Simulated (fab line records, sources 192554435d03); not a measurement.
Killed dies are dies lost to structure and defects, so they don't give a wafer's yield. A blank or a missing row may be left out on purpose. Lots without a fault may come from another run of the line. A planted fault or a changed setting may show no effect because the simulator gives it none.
A struck lot beside a sound one | flow n5_finfet | 15 steps out of a route of 1938
Sound: wafers L312.3, L312.5, L312.6. Struck: wafer L327.1. (L327.5 of the same lot was not struck and is left out.) The cause comes at the end.
At each step with rows: each side's tool, then ch and its chambers, then its first start. Under that, the readings that differ: sound wafers | struck wafers | difference of the means | sigmas: that difference in standard deviations of wafers without a fault.
alike: readings whose means differ by less than 2 such deviations, and words and numbers that are the same on both sides. not compared: withheld readings, readings that some wafer has no value for, bounds like >300 that may hide the same value, and numbers for which the record gives no deviation and whose values overlap.
The two part at a step that has a row with sigmas, a row that says differs or no value, or rows on one side only. Numbers that don't overlap but have no deviation are shown without sigmas and don't part them. A reading that every wafer of one side lacks parts them only if that side has two wafers or more.

first, 7 steps without rows for these wafers: N5_BEOL_M1_COAT_76 (time 60 s, resist thk 5 nm); N5_BEOL_M1_COAT_22 (resist thk 30 nm); N5_BEOL_M1_EBR_24; N5_BEOL_M1_SOFTBAKE_23 (time 60 s); N5_BEOL_M1_EXPOSE_25 (exposes mask V0, defocus 5 nm, target cd 24 nm); N5_BEOL_M1_PEB_26 (peb time 60 s); N5_BEOL_M1_DEVELOP_27 (develop time 30 s).
N5_BEOL_M1_CD_MEAS_28: target cd y 23.3 nm.
  sound on cd_sem-02 ch 0, day 7 19:01; struck on cd_sem-03 ch 0, day 11 17:20
  alike: cd_nm
N5_BEOL_M1_OVL_MEAS_29:
  sound on overlay-02 ch 0, day 7 19:03; struck on overlay-01 ch 0, day 11 17:22
  alike: V0_OVL
N5_BEOL_M1_INSPECT_30: inspects for defects (brightfield).
  sound on defect_inspect-02, day 7 19:06; struck on defect_inspect-01, day 11 17:25
  alike: raw_defect_count
N5_BEOL_M1_DESCUM_33: chemistry O2, time 7 s.
  sound on rie_diel-06 ch 0,1,3, day 7 19:08; struck on rie_diel-03 ch 3, day 11 17:28
  alike: drypump_motor_current_A, oes_product_au, rf_vpp_V, showerhead_plenum_p_Torr, throttle_valve_pct
  not compared: rf_hours_counter_h
N5_BEOL_M1_ETCH_77: etches underlayer in N2/H2, target depth 6.5 nm, time 5.2 s.
  sound on rie_diel-06 ch 0,1,3, day 7 19:10; struck on rie_diel-03 ch 3, day 11 17:29
  alike: drypump_motor_current_A, etch_rf_on_time_s, oes_product_au, rf_vpp_V, showerhead_plenum_p_Torr, throttle_valve_pct
  not compared: rf_hours_counter_h
N5_BEOL_M1_ETCH_69: etches SiARC in CF4, target depth 15.6 nm, time 26 s.
  sound on rie_diel-06 ch 0,1,3, day 7 19:11; struck on rie_diel-03 ch 3, day 11 17:31
  reading               | sound          | struck | difference | sigmas
  etch_rf_on_time_s (s) | 26.2 25.7 26.2 | 19.6   | -6.4       | -17
  alike: drypump_motor_current_A, oes_product_au, rf_vpp_V, showerhead_plenum_p_Torr, throttle_valve_pct
  not compared: rf_hours_counter_h
N5_BEOL_M1_ALD_98: deposits SiO2, target thk 2.5 nm, pulse time 1 s, co reactant pulse time 1 s.
  sound on ald_sin-03 ch 1,2, day 7 19:16; struck on ald_sin-04 ch 2, day 11 17:35
  alike: heater_power_w, precursor_pulse_height_rel
-- the record jumps here: 6 days lie between the struck wafers' starts before and after (it left off in module BEOL_M1 and takes up again in module BEOL_M4, whose first step shown is number 1111 of the route) --
N5_BEOL_M4_RC_MEAS_101:
  sound on prober-02 ch 0, day 13 01:53; struck on prober-01 ch 0, day 17 16:49
  alike: DIBL_N, DIBL_P, IOFF_N, IOFF_P, ION_N, ION_P, SS_N, SS_P, VT_N, VT_P

WHERE THEY PART
Only at N5_BEOL_M1_ETCH_69, within this record. Later steps at which nothing parts them and some readings are alike: N5_BEOL_M1_ALD_98, N5_BEOL_M4_RC_MEAS_101.

WHY: what the simulator had put in
Process parameter drift: rie_diel-03, from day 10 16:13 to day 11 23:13, at N5_BEOL_M1_ETCH_69. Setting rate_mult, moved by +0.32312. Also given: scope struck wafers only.
